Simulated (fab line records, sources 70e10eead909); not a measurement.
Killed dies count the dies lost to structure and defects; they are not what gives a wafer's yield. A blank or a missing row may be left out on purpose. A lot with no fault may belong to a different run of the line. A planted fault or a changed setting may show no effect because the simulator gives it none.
What tool caused it? + flow nand_harc + 69 wafers from 23 lots sampled at 6 of the route's 1302 steps

== WHAT EACH GAUGE READ, for each wafer ==
Not one reading of a measure or inspect step in the record can be checked against a usual standard deviation.

== EACH LOT AND THE TOOL THAT RAN IT (in order: tool; ch and the chambers of the sampled wafers; start) ==
| lot  | NHARC_A_STAIRCASE_TRIM_191                    | NHARC_A_STAIRCASE_ETCH_194                    | NHARC_A_STAIRCASE_TRIM_202                    | NHARC_A_STAIRCASE_TRIM_220         | NHARC_A_STAIRCASE_TRIM_224     | NHARC_A_STAIRCASE_ETCH_227     |
|------|-----------------------------------------------|-----------------------------------------------|-----------------------------------------------|------------------------------------|--------------------------------|--------------------------------|
| L075 | rie_diel-08 ch 0,1, day 16 04:32 or earlier   | rie_diel-08 ch 0,1,2, day 16 04:32 or earlier | rie_diel-08 ch 1,2, day 16 04:32 or earlier   | rie_diel-10 ch 0,1,3, day 16 04:32 | rie_diel-10 ch 2,3, no start   | rie_diel-10 ch 0,3, no start   |
| L074 | rie_diel-07 ch 0,1,3, day 16 07:47 or earlier | rie_diel-07 ch 0,1,3, day 16 07:47 or earlier | rie_diel-07 ch 1,2,3, day 16 07:47 or earlier | rie_diel-10 ch 1,2,3, day 16 07:47 | rie_diel-10 ch 0,1,2, no start | rie_diel-10 ch 0,2,3, no start |
| L077 | rie_diel-07 ch 0,2,3, day 17 15:16 or earlier | rie_diel-07 ch 0,1,2, day 17 15:16 or earlier | rie_diel-07 ch 0,3, day 17 15:16 or earlier   | rie_diel-10 ch 2,3, day 17 15:16   | rie_diel-10 ch 2,3, no start   | rie_diel-10 ch 0,3, no start   |
| L079 | rie_diel-07 ch 0,1,3, day 18 02:28 or earlier | rie_diel-07 ch 1,2,3, day 18 02:28 or earlier | rie_diel-07 ch 0,1,2, day 18 02:28 or earlier | rie_diel-07 ch 0,1,2, day 18 02:28 | rie_diel-07 ch 0,2, no start   | rie_diel-07 ch 2,3, no start   |
| L078 | rie_diel-10 ch 0,1,2, day 18 03:05 or earlier | rie_diel-10 ch 1,2,3, day 18 03:05 or earlier | rie_diel-10 ch 1,2,3, day 18 03:05 or earlier | rie_diel-08 ch 0,2,3, day 18 03:05 | rie_diel-08 ch 0,2,3, no start | rie_diel-08 ch 1,2,3, no start |
| L080 | rie_diel-08 ch 1,2, day 19 05:37 or earlier   | rie_diel-08 ch 0,3, day 19 05:37 or earlier   | rie_diel-08 ch 0,1, day 19 05:37 or earlier   | rie_diel-07 ch 2,3, day 19 05:37   | rie_diel-07 ch 0,1, no start   | rie_diel-07 ch 1,2,3, no start |
| L081 | rie_diel-10 ch 0,1,3, day 19 07:52 or earlier | rie_diel-10 ch 1,2,3, day 19 07:52 or earlier | rie_diel-10 ch 0,2, day 19 07:52 or earlier   | rie_diel-08 ch 0,1,2, day 19 07:52 | rie_diel-08 ch 0,1,3, no start | rie_diel-08 ch 0,1,2, no start |
| L082 | rie_diel-08 ch 0,1,2, day 19 10:52 or earlier | rie_diel-08 ch 0,3, day 19 10:52 or earlier   | rie_diel-08 ch 0,2,3, day 19 10:52 or earlier | rie_diel-10 ch 0,2, day 19 10:52   | rie_diel-10 ch 0,1, no start   | rie_diel-10 ch 0,2,3, no start |
| L083 | rie_diel-10 ch 0,1, day 20 02:30 or earlier   | rie_diel-10 ch 0,3, day 20 02:30 or earlier   | rie_diel-10 ch 1,2,3, day 20 02:30 or earlier | rie_diel-08 ch 0,2,3, day 20 02:30 | rie_diel-08 ch 0,2, no start   | rie_diel-08 ch 0,1,3, no start |
| L084 | rie_diel-10 ch 0,2,3, day 21 02:29 or earlier | rie_diel-10 ch 0,1,2, day 21 02:29 or earlier | rie_diel-10 ch 0,1, day 21 02:29 or earlier   | rie_diel-10 ch 1,3, day 21 02:29   | rie_diel-10 ch 1,2, no start   | rie_diel-10 ch 0,1,2, no start |
| L086 | rie_diel-10 ch 0,1, day 21 03:58 or earlier   | rie_diel-10 ch 0,1,3, day 21 03:58 or earlier | rie_diel-08 ch 0,1,3, day 21 03:58 or earlier | rie_diel-10 ch 1,2,3, day 21 03:58 | rie_diel-10 ch 1,2,3, no start | rie_diel-10 ch 1,3, no start   |
| L085 | rie_diel-08 ch 0,1,3, day 21 04:55 or earlier | rie_diel-08 ch 2,3, day 21 04:55 or earlier   | rie_diel-08 ch 1,2, day 21 04:55 or earlier   | rie_diel-07 ch 0,3, day 21 04:55   | rie_diel-07 ch 0,1,2, no start | rie_diel-07 ch 0,1,3, no start |
| L087 | rie_diel-08 ch 0,1,3, day 21 12:22 or earlier | rie_diel-08 ch 0,1,2, day 21 12:22 or earlier | rie_diel-07 ch 0,2,3, day 21 12:22 or earlier | rie_diel-10 ch 0,2,3, day 21 12:22 | rie_diel-10 ch 0,2,3, no start | rie_diel-10 ch 0,1,2, no start |
| L088 | rie_diel-10 ch 0,2,3, day 22 09:35 or earlier | rie_diel-10 ch 1,2,3, day 22 09:35 or earlier | rie_diel-10 ch 0,1,2, day 22 09:35 or earlier | rie_diel-07 ch 0,2,3, day 22 09:35 | rie_diel-07 ch 0,3, no start   | rie_diel-07 ch 2,3, no start   |
| L089 | rie_diel-07 ch 1,2,3, day 22 09:50 or earlier | rie_diel-07 ch 0,1,2, day 22 09:50 or earlier | rie_diel-07 ch 0,1,3, day 22 09:50 or earlier | rie_diel-08 ch 0,2,3, day 22 09:50 | rie_diel-08 ch 0,1,2, no start | rie_diel-08 ch 0,1,2, no start |
| L091 | rie_diel-08 ch 1,2,3, day 22 17:32 or earlier | rie_diel-08 ch 0,1,3, day 22 17:32 or earlier | rie_diel-08 ch 0,2,3, day 22 17:32 or earlier | rie_diel-07 ch 0,1,2, day 22 17:32 | rie_diel-07 ch 0,2,3, no start | rie_diel-07 ch 1,2,3, no start |
| L090 | rie_diel-08 ch 0,1,3, day 22 19:27 or earlier | rie_diel-08 ch 1,2, day 22 19:27 or earlier   | rie_diel-07 ch 1,2,3, day 22 19:27 or earlier | rie_diel-07 ch 0,2,3, day 22 19:27 | rie_diel-07 ch 0,1,2, no start | rie_diel-07 ch 0,1,2, no start |
| L093 | rie_diel-07 ch 0,2,3, day 23 14:16 or earlier | rie_diel-07 ch 0,3, day 23 14:16 or earlier   | rie_diel-07 ch 0,1,3, day 23 14:16 or earlier | rie_diel-07 ch 0,1, day 23 14:16   | rie_diel-07 ch 0,1,3, no start | rie_diel-07 ch 0,1,3, no start |
| L092 | rie_diel-10 ch 1,2,3, day 23 19:07 or earlier | rie_diel-10 ch 0,2,3, day 23 19:07 or earlier | rie_diel-07 ch 0,1,3, day 23 19:07 or earlier | rie_diel-10 ch 0,1,2, day 23 19:07 | rie_diel-10 ch 0,1,2, no start | rie_diel-10 ch 0,2,3, no start |
| L094 | rie_diel-07 ch 0,1, day 24 19:31 or earlier   | rie_diel-07 ch 0,1,3, day 24 19:31 or earlier | rie_diel-07 ch 0,1, day 24 19:31 or earlier   | rie_diel-10 ch 0,3, day 24 19:31   | rie_diel-10 ch 0,1,3, no start | rie_diel-10 ch 2,3, no start   |
| L095 | rie_diel-10 ch 0,1,2, day 25 13:26 or earlier | rie_diel-10 ch 0,3, day 25 13:26 or earlier   | rie_diel-07 ch 0,1, day 25 13:26 or earlier   | rie_diel-08 ch 1,3, day 25 13:26   | rie_diel-08 ch 0,1,2, no start | rie_diel-08 ch 0,3, no start   |
| L096 | rie_diel-08 ch 1,2,3, day 25 15:59 or earlier | rie_diel-08 ch 0,2,3, day 25 15:59 or earlier | rie_diel-07 ch 0,1,3, day 25 15:59 or earlier | rie_diel-07 ch 0,1,2, day 25 15:59 | rie_diel-07 ch 1,3, no start   | rie_diel-07 ch 2,3, no start   |
| L097 | rie_diel-07 ch 1,2, day 25 21:59 or earlier   | rie_diel-07 ch 1,2,3, day 25 21:59 or earlier | rie_diel-07 ch 1,2,3, day 25 21:59 or earlier | rie_diel-08 ch 1,2, day 25 21:59   | rie_diel-08 ch 0,1,2, no start | rie_diel-08 ch 0,1,3, no start |
- NHARC_A_STAIRCASE_TRIM_191: chemistry O2, time 211.2 s.
- NHARC_A_STAIRCASE_ETCH_194: etches the open film in C4F8/O2, target depth 100 nm, time 40.5 s.
- NHARC_A_STAIRCASE_TRIM_202: chemistry O2, time 211.2 s.
- NHARC_A_STAIRCASE_TRIM_220: chemistry O2, time 211.2 s.
- NHARC_A_STAIRCASE_TRIM_224: chemistry O2, time 211.2 s.
- NHARC_A_STAIRCASE_ETCH_227: etches the open film in C4F8/O2, target depth 100 nm, time 40.5 s.

== WHAT THE TOOLS THEMSELVES READ (means of the sampled wafers that have a number; where no wafer has one, the mark that the record gives instead) ==
NHARC_A_STAIRCASE_TRIM_191. Usual: drypump_motor_current_A 5.8 A, standard deviation 0.44; oes_product_au 1.003 a.u., standard deviation 0.01; rf_vpp_V 57.9 V, standard deviation 0.97; showerhead_plenum_p_Torr 3.49 Torr, standard deviation 0.16; throttle_valve_pct 17.036 %, standard deviation 0.0094.
| lot  | tool        | drypump_motor_current_A (A) | oes_product_au (a.u.) | rf_vpp_V (V) | showerhead_plenum_p_Torr (Torr) | throttle_valve_pct (%) | flag |
|------|-------------|-----------------------------|-----------------------|--------------|---------------------------------|------------------------|------|
| L075 | rie_diel-08 | 6.1                         | 0.992                 | 58.9         | 3.66                            | 17.037                 |      |
| L074 | rie_diel-07 | 5.6                         | 0.986                 | 58.1         | 3.45                            | 17.046                 |      |
| L077 | rie_diel-07 | 5.9                         | 0.992                 | 58.4         | 3.50                            | 17.041                 |      |
| L079 | rie_diel-07 | 5.6                         | 0.995                 | 57.7         | 3.45                            | 17.044                 |      |
| L078 | rie_diel-10 | 5.5                         | 1.006                 | 57.9         | 3.43                            | 17.041                 |      |
| L080 | rie_diel-08 | 6.5                         | 1.014                 | 58.4         | 3.59                            | 17.042                 |      |
| L081 | rie_diel-10 | 5.4                         | 1.001                 | 57.5         | 3.44                            | 17.033                 |      |
| L082 | rie_diel-08 | 6.4                         | 1.009                 | 58.0         | 3.62                            | 17.033                 |      |
| L083 | rie_diel-10 | 5.4                         | 1.005                 | 57.8         | 3.45                            | 17.041                 |      |
| L084 | rie_diel-10 | 5.5                         | 1.011                 | 57.3         | 3.35                            | 17.021                 |      |
| L086 | rie_diel-10 | 5.4                         | 1.004                 | 58.3         | 3.44                            | 17.025                 |      |
| L085 | rie_diel-08 | 6.1                         | 1.009                 | 57.7         | 3.52                            | 17.027                 |      |
| L087 | rie_diel-08 | 6.1                         | 1.017                 | 58.0         | 3.52                            | 17.039                 |      |
| L088 | rie_diel-10 | 5.5                         | 1.008                 | 57.8         | 3.35                            | 17.032                 |      |
| L089 | rie_diel-07 | 5.6                         | 0.992                 | 57.0         | 3.59                            | 17.038                 |      |
| L091 | rie_diel-08 | 6.3                         | 1.000                 | 58.2         | 3.49                            | 17.030                 |      |
| L090 | rie_diel-08 | 6.1                         | 1.003                 | 58.4         | 3.52                            | 17.039                 |      |
| L093 | rie_diel-07 | 5.9                         | 0.998                 | 57.6         | 3.48                            | 17.031                 |      |
| L092 | rie_diel-10 | 5.5                         | 1.005                 | 57.3         | 3.39                            | 17.034                 |      |
| L094 | rie_diel-07 | 5.8                         | 1.011                 | 57.4         | 3.39                            | 17.041                 |      |
| L095 | rie_diel-10 | 5.5                         | 1.008                 | 57.4         | 3.39                            | 17.031                 |      |
| L096 | rie_diel-08 | 6.3                         | 1.001                 | 57.7         | 3.48                            | 17.027                 |      |
| L097 | rie_diel-07 | 5.6                         | 0.998                 | 58.6         | 3.65                            | 17.044                 |      |

NHARC_A_STAIRCASE_ETCH_194. Usual: oes_product_au 0.946 a.u., standard deviation 0.012; rf_vpp_V 894 V, standard deviation 5.7.
| lot  | tool        | oes_product_au (a.u.) | rf_vpp_V (V) | flag |
|------|-------------|-----------------------|--------------|------|
| L075 | rie_diel-08 | 0.940                 | 900          |      |
| L074 | rie_diel-07 | 0.942                 | 893          |      |
| L077 | rie_diel-07 | 0.929                 | 898          |      |
| L079 | rie_diel-07 | 0.935                 | 899          |      |
| L078 | rie_diel-10 | 0.944                 | 893          |      |
| L080 | rie_diel-08 | 0.946                 | 894          |      |
| L081 | rie_diel-10 | 0.955                 | 892          |      |
| L082 | rie_diel-08 | 0.943                 | 895          |      |
| L083 | rie_diel-10 | 0.950                 | 890          |      |
| L084 | rie_diel-10 | 0.932                 | 892          |      |
| L086 | rie_diel-10 | 0.944                 | 892          |      |
| L085 | rie_diel-08 | 0.954                 | 897          |      |
| L087 | rie_diel-08 | 0.958                 | 898          |      |
| L088 | rie_diel-10 | 0.959                 | 891          |      |
| L089 | rie_diel-07 | 0.936                 | 897          |      |
| L091 | rie_diel-08 | 0.952                 | 895          |      |
| L090 | rie_diel-08 | 0.950                 | 898          |      |
| L093 | rie_diel-07 | 0.948                 | 888          |      |
| L092 | rie_diel-10 | 0.949                 | 889          |      |
| L094 | rie_diel-07 | 0.945                 | 892          |      |
| L095 | rie_diel-10 | 0.953                 | 890          |      |
| L096 | rie_diel-08 | 0.940                 | 897          |      |
| L097 | rie_diel-07 | 0.939                 | 897          |      |

NHARC_A_STAIRCASE_TRIM_202. Usual: drypump_motor_current_A 5.8 A, standard deviation 0.42; oes_product_au 1.002 a.u., standard deviation 0.011; rf_vpp_V 57.6 V, standard deviation 0.83; showerhead_plenum_p_Torr 3.48 Torr, standard deviation 0.16; throttle_valve_pct 17.037 %, standard deviation 0.0087.
| lot  | tool        | drypump_motor_current_A (A) | oes_product_au (a.u.) | rf_vpp_V (V) | showerhead_plenum_p_Torr (Torr) | throttle_valve_pct (%) | flag |
|------|-------------|-----------------------------|-----------------------|--------------|---------------------------------|------------------------|------|
| L075 | rie_diel-08 | 6.6                         | 1.007                 | 57.5         | 3.54                            | 17.040                 |      |
| L074 | rie_diel-07 | 5.7                         | 0.993                 | 57.8         | 3.61                            | 17.029                 |      |
| L077 | rie_diel-07 | 5.6                         | 0.993                 | 58.5         | 3.37                            | 17.030                 |      |
| L079 | rie_diel-07 | 5.8                         | 0.987                 | 57.6         | 3.58                            | 17.038                 |      |
| L078 | rie_diel-10 | 5.5                         | 1.001                 | 57.7         | 3.42                            | 17.047                 |      |
| L080 | rie_diel-08 | 6.4                         | 1.019                 | 58.0         | 3.55                            | 17.035                 |      |
| L081 | rie_diel-10 | 5.5                         | 1.014                 | 57.1         | 3.34                            | 17.030                 |      |
| L082 | rie_diel-08 | 6.0                         | 1.006                 | 57.5         | 3.60                            | 17.038                 |      |
| L083 | rie_diel-10 | 5.5                         | 1.007                 | 56.9         | 3.41                            | 17.037                 |      |
| L084 | rie_diel-10 | 5.4                         | 1.006                 | 57.2         | 3.49                            | 17.031                 |      |
| L086 | rie_diel-08 | 6.1                         | 1.003                 | 57.6         | 3.52                            | 17.048                 |      |
| L085 | rie_diel-08 | 6.6                         | 1.014                 | 57.3         | 3.52                            | 17.044                 |      |
| L087 | rie_diel-07 | 5.9                         | 0.996                 | 57.2         | 3.48                            | 17.036                 |      |
| L088 | rie_diel-10 | 5.5                         | 1.018                 | 57.9         | 3.41                            | 17.031                 |      |
| L089 | rie_diel-07 | 5.6                         | 1.004                 | 58.1         | 3.43                            | 17.042                 |      |
| L091 | rie_diel-08 | 6.0                         | 0.997                 | 58.1         | 3.58                            | 17.033                 |      |
| L090 | rie_diel-07 | 5.7                         | 0.988                 | 58.2         | 3.58                            | 17.030                 |      |
| L093 | rie_diel-07 | 5.6                         | 0.996                 | 57.5         | 3.43                            | 17.041                 |      |
| L092 | rie_diel-07 | 5.6                         | 0.996                 | 57.5         | 3.42                            | 17.045                 |      |
| L094 | rie_diel-07 | 5.8                         | 1.003                 | 56.9         | 3.39                            | 17.040                 |      |
| L095 | rie_diel-07 | 5.5                         | 1.002                 | 58.4         | 3.50                            | 17.039                 |      |
| L096 | rie_diel-07 | 5.6                         | 1.002                 | 56.7         | 3.42                            | 17.040                 |      |
| L097 | rie_diel-07 | 5.6                         | 0.993                 | 57.7         | 3.57                            | 17.038                 |      |

NHARC_A_STAIRCASE_TRIM_220. Usual: drypump_motor_current_A 5.7 A, standard deviation 0.41; oes_product_au 1.002 a.u., standard deviation 0.0094; rf_vpp_V 57.7 V, standard deviation 0.9; showerhead_plenum_p_Torr 3.48 Torr, standard deviation 0.15; throttle_valve_pct 17.037 %, standard deviation 0.0093.
| lot  | tool        | drypump_motor_current_A (A) | oes_product_au (a.u.) | rf_vpp_V (V) | showerhead_plenum_p_Torr (Torr) | throttle_valve_pct (%) | flag |
|------|-------------|-----------------------------|-----------------------|--------------|---------------------------------|------------------------|------|
| L075 | rie_diel-10 | 5.4                         | 0.990                 | 56.8         | 3.45                            | 17.041                 |      |
| L074 | rie_diel-10 | 5.4                         | 0.999                 | 57.7         | 3.42                            | 17.032                 |      |
| L077 | rie_diel-10 | 5.5                         | 1.011                 | 57.1         | 3.34                            | 17.038                 |      |
| L079 | rie_diel-07 | 5.8                         | 0.988                 | 58.1         | 3.58                            | 17.036                 |      |
| L078 | rie_diel-08 | 6.1                         | 1.003                 | 57.9         | 3.60                            | 17.034                 |      |
| L080 | rie_diel-07 | 5.9                         | 0.998                 | 58.0         | 3.65                            | 17.032                 |      |
| L081 | rie_diel-08 | 6.4                         | 1.001                 | 57.7         | 3.62                            | 17.043                 |      |
| L082 | rie_diel-10 | 5.5                         | 1.008                 | 57.0         | 3.37                            | 17.039                 |      |
| L083 | rie_diel-08 | 6.1                         | 1.013                 | 57.8         | 3.59                            | 17.034                 |      |
| L084 | rie_diel-10 | 5.4                         | 1.005                 | 57.7         | 3.48                            | 17.037                 |      |
| L086 | rie_diel-10 | 5.4                         | 1.007                 | 57.6         | 3.40                            | 17.040                 |      |
| L085 | rie_diel-07 | 5.7                         | 0.993                 | 57.3         | 3.35                            | 17.039                 |      |
| L087 | rie_diel-10 | 5.5                         | 1.005                 | 57.5         | 3.35                            | 17.036                 |      |
| L088 | rie_diel-07 | 5.9                         | 1.003                 | 57.4         | 3.48                            | 17.041                 |      |
| L089 | rie_diel-08 | 6.1                         | 0.996                 | 58.1         | 3.58                            | 17.036                 |      |
| L091 | rie_diel-07 | 5.8                         | 0.999                 | 58.0         | 3.56                            | 17.043                 |      |
| L090 | rie_diel-07 | 5.8                         | 1.000                 | 57.5         | 3.48                            | 17.032                 |      |
| L093 | rie_diel-07 | 5.5                         | 0.993                 | 58.0         | 3.51                            | 17.044                 |      |
| L092 | rie_diel-10 | 5.4                         | 1.010                 | 57.7         | 3.41                            | 17.041                 |      |
| L094 | rie_diel-10 | 5.4                         | 1.001                 | 56.9         | 3.35                            | 17.040                 |      |
| L095 | rie_diel-08 | 6.0                         | 1.000                 | 57.7         | 3.39                            | 17.043                 |      |
| L096 | rie_diel-07 | 5.8                         | 1.007                 | 58.9         | 3.55                            | 17.032                 |      |
| L097 | rie_diel-08 | 6.6                         | 1.008                 | 57.3         | 3.50                            | 17.041                 |      |

NHARC_A_STAIRCASE_TRIM_224. Usual: drypump_motor_current_A 5.7 A, standard deviation 0.42; oes_product_au 1.003 a.u., standard deviation 0.0096; rf_vpp_V 57.8 V, standard deviation 0.91; showerhead_plenum_p_Torr 3.48 Torr, standard deviation 0.16; throttle_valve_pct 17.037 %, standard deviation 0.009.
| lot  | tool        | drypump_motor_current_A (A) | oes_product_au (a.u.) | rf_vpp_V (V) | showerhead_plenum_p_Torr (Torr) | throttle_valve_pct (%) | flag |
|------|-------------|-----------------------------|-----------------------|--------------|---------------------------------|------------------------|------|
| L075 | rie_diel-10 | 5.5                         | 1.007                 | 57.7         | 3.36                            | 17.035                 |      |
| L074 | rie_diel-10 | 5.4                         | 1.001                 | 57.0         | 3.43                            | 17.027                 |      |
| L077 | rie_diel-10 | 5.5                         | 0.995                 | 56.5         | 3.36                            | 17.034                 |      |
| L079 | rie_diel-07 | 6.1                         | 0.983                 | 57.8         | 3.63                            | 17.043                 |      |
| L078 | rie_diel-08 | 6.1                         | 1.001                 | 58.2         | 3.60                            | 17.028                 |      |
| L080 | rie_diel-07 | 5.5                         | 0.998                 | 57.6         | 3.52                            | 17.038                 |      |
| L081 | rie_diel-08 | 6.1                         | 1.013                 | 58.1         | 3.53                            | 17.036                 |      |
| L082 | rie_diel-10 | 5.4                         | 1.007                 | 58.6         | 3.45                            | 17.027                 |      |
| L083 | rie_diel-08 | 6.1                         | 1.005                 | 58.9         | 3.71                            | 17.039                 |      |
| L084 | rie_diel-10 | 5.4                         | 1.007                 | 58.0         | 3.47                            | 17.037                 |      |
| L086 | rie_diel-10 | 5.4                         | 1.005                 | 58.0         | 3.40                            | 17.042                 |      |
| L085 | rie_diel-07 | 5.8                         | 1.007                 | 57.6         | 3.57                            | 17.044                 |      |
| L087 | rie_diel-10 | 5.6                         | 1.015                 | 58.0         | 3.35                            | 17.036                 |      |
| L088 | rie_diel-07 | 5.7                         | 0.998                 | 57.9         | 3.35                            | 17.034                 |      |
| L089 | rie_diel-08 | 6.3                         | 1.009                 | 58.1         | 3.61                            | 17.036                 |      |
| L091 | rie_diel-07 | 5.9                         | 1.001                 | 57.7         | 3.48                            | 17.034                 |      |
| L090 | rie_diel-07 | 5.8                         | 0.999                 | 58.6         | 3.56                            | 17.038                 |      |
| L093 | rie_diel-07 | 5.6                         | 1.000                 | 57.0         | 3.43                            | 17.041                 |      |
| L092 | rie_diel-10 | 5.5                         | 1.008                 | 58.3         | 3.41                            | 17.043                 |      |
| L094 | rie_diel-10 | 5.4                         | 0.997                 | 57.7         | 3.41                            | 17.035                 |      |
| L095 | rie_diel-08 | 6.4                         | 1.005                 | 57.4         | 3.60                            | 17.028                 |      |
| L096 | rie_diel-07 | 5.4                         | 0.994                 | 58.3         | 3.44                            | 17.042                 |      |
| L097 | rie_diel-08 | 6.3                         | 0.999                 | 57.6         | 3.59                            | 17.037                 |      |

NHARC_A_STAIRCASE_ETCH_227. Usual: oes_product_au 0.945 a.u., standard deviation 0.011; rf_vpp_V 894 V, standard deviation 5.7.
| lot  | tool        | oes_product_au (a.u.) | rf_vpp_V (V) | flag |
|------|-------------|-----------------------|--------------|------|
| L075 | rie_diel-10 | 0.948                 | 891          |      |
| L074 | rie_diel-10 | 0.960                 | 890          |      |
| L077 | rie_diel-10 | 0.948                 | 891          |      |
| L079 | rie_diel-07 | 0.929                 | 901          |      |
| L078 | rie_diel-08 | 0.949                 | 895          |      |
| L080 | rie_diel-07 | 0.946                 | 897          |      |
| L081 | rie_diel-08 | 0.957                 | 900          |      |
| L082 | rie_diel-10 | 0.955                 | 889          |      |
| L083 | rie_diel-08 | 0.952                 | 896          |      |
| L084 | rie_diel-10 | 0.950                 | 892          |      |
| L086 | rie_diel-10 | 0.943                 | 895          |      |
| L085 | rie_diel-07 | 0.938                 | 893          |      |
| L087 | rie_diel-10 | 0.951                 | 891          |      |
| L088 | rie_diel-07 | 0.929                 | 895          |      |
| L089 | rie_diel-08 | 0.954                 | 898          |      |
| L091 | rie_diel-07 | 0.941                 | 898          |      |
| L090 | rie_diel-07 | 0.943                 | 898          |      |
| L093 | rie_diel-07 | 0.929                 | 892          |      |
| L092 | rie_diel-10 | 0.953                 | 889          |      |
| L094 | rie_diel-10 | 0.950                 | 889          |      |
| L095 | rie_diel-08 | 0.937                 | 898          |      |
| L096 | rie_diel-07 | 0.939                 | 900          |      |
| L097 | rie_diel-08 | 0.948                 | 895          |      |

== THE ANSWER, worked out from the rows above alone ==
Rule: a lot counts as off when the mean over its wafers that have a number is more than 3 standard deviations away from the usual mean. A lot without any number at a reading at which 4 lots or more have one is off too. Where the step has rows for the other lots, those lots are counted as sound. First the gauges in route order, then the tools' own readings, where a lot's mean is used as printed above. The first step at which some lot is off is used, and at that step the reading that is off furthest; a lot without a number counts as furthest.
No lot is off at any reading shown: from this, nothing can be told.

== WHAT THE SIMULATOR PUT IN ==
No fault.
